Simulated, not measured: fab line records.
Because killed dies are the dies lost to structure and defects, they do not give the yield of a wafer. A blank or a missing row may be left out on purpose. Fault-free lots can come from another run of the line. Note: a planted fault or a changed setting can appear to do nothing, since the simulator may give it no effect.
Split-lot trial	flow n5Finfet	21 wafers read from 7 lots, route of 1938 steps

ABOUT THE SPLIT
At N5_BEOL_M0_SAQP_SPACER1_ALD_98 (deposits SiO2, target thk 12.8 nm, pulse time 1 s, purge time 2 s), the setting aldCycles was moved away from the recipe's 138 on 7 of the 21 wafers read, by -16.7% to +14.5%. The other wafers ran this setting at the recipe's value.

FROM THE SPLIT TO THE READING: what the file shows between them, 2 steps
- N5_BEOL_M0_SAQP_SPACER1_ETCHBACK_99: etches SiO2 in CHF3/O2, target depth 15.4 nm, time 7.7 s
- N5_BEOL_M0_SAQP_MANDREL1_REMOVE_100: chemistry HBr/Cl2/O2, target a-Si, stops on SiNx, bt time 10 s

THE READING
cdNm (nm) at N5_BEOL_M0_SAQP_CD_MEAS_25, where the cd target is 13.1 nm. Typical for fault-free wafers on this fab line: 12.80 nm, with standard deviation 0.22 nm.

wafer	tool, chamber at the split	aldCycles as run	against the recipe	cdNm, nm	against lot-mates on the recipe
L075.2	aldSin-01, 2,3	138	recipe	12.71	-
L075.4	aldSin-01, 2,3	138	recipe	13.44	-
L075.5	aldSin-01, 2	156	+13.0%	14.29	+1.21
L077.1	aldSin-04, 0,3,1	138	recipe	12.89	-
L077.2	aldSin-04, 0,3,1	138	recipe	13.28	-
L077.3	aldSin-04, 0,3,1	138	recipe	12.55	-
L080.1	aldSin-04, 3,0	123	-10.9%	10.99	-1.86
L080.3	aldSin-04, 3,0	123	-10.9%	11.24	-1.61
L080.6	aldSin-04, 1	138	recipe	12.85	-
L083.2	aldSin-01, 1,2,2	138	recipe	12.78	-
L083.4	aldSin-01, 1,2,2	138	recipe	12.79	-
L083.5	aldSin-01, 1,2,2	138	recipe	12.99	-
L085.3	aldSin-04, 3,2	138	recipe	12.73	-
L085.5	aldSin-04, 3	115	-16.7%	10.50	-2.41
L085.6	aldSin-04, 3,2	138	recipe	13.09	-
L090.2	aldSin-04, 2,0	158	+14.5%	14.93	+1.87
L090.5	aldSin-04, 2,0	158	+14.5%	14.23	+1.17
L090.6	aldSin-04, 3	138	recipe	13.06	-
L091.2	aldSin-04, 2	148	+7.2%	13.60	+0.54
L091.3	aldSin-04, 1,3	138	recipe	12.93	-
L091.4	aldSin-04, 1,3	138	recipe	13.18	-
Where a row lists several chambers, the file gives one row for several wafers and doesn't say which wafer went through which chamber.

THE FIT
A straight line over all 21 wafers: cdNm changes by +0.131 nm for each +1% of aldCycles; r = +0.96; the points scatter about the line by 0.29 nm.
The same after taking each lot's own level away (the mean of its wafers on the recipe; 21 wafers): +0.124 nm for each +1%; r = +0.96; scatter 0.28 nm.
On that fit, the largest move of aldCycles shifts the reading by 2.1 nm.
From 12.850 to 13.075 nm: that is the span of the lots' own levels, equal to 1.0 times the standard deviation above.
Consequently the slope shifts little with the lot-to-lot level, the two slopes agreeing.
Check: with one of the wafers moved furthest among these (-16.7%) left out of the fit, the line predicts -2.07 nm for it against its lot-mates. Against them it came out at -2.41 nm.

THESE WAFERS: OTHER SPLITS
Note: prior to the reading, these wafers also went through further splits. Each is held against what the fit with the lots' levels taken away leaves over:
other split on the same wafers	wafers away from the commonest value	r with cdNm (lot level and that fit taken away)
N5_GATE_CUT_ALD_22 aldCycles	4	+0.35
N5_MOL_CONTACT_COAG_COAT_103 spinRpm	7	-0.04
N5_MOL_CONTACT_COAG_ETCHBACK_135 timeS	9	+0.18
N5_MOL_CONTACT_COAG_VIA_ETCH_46 biasW	6	-0.23
N5_MOL_CONTACT_COAG_ETCHBACK_136 targetDepthA	7	-0.04

THE WHOLE CHAIN: every reading that the file lists as answering this split, in the file's order
step	what it does	reading	change (the file's fit)	r (the file's)
N5_BEOL_M0_SAQP_SPACER1_ALD_98	deposits SiO2, target thk 12.8 nm, pulse time 1 s, purge time 2 s	SiO2_of_BEOL_M0_SAQP_SPACER1_ALD_98.thkNm (the simulator's own value, which no gauge read)	+0.127 nm for each +1% of the setting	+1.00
N5_BEOL_M0_SAQP_MANDREL1_REMOVE_100	chemistry HBr/Cl2/O2, target a-Si, stops on SiNx, bt time 10 s	BEOL_M0_SAQP.cdNm (the simulator's own value, which no gauge read)	+0.127 nm for each +1% of the setting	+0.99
N5_BEOL_M0_SAQP_CD_MEAS_25	target cd 13.1 nm	cdNm	+0.122 nm for each +1% of the setting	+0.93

FILE'S OWN FIT
cdNm changes by +0.122 nm for each +1% of aldCycles, r = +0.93.
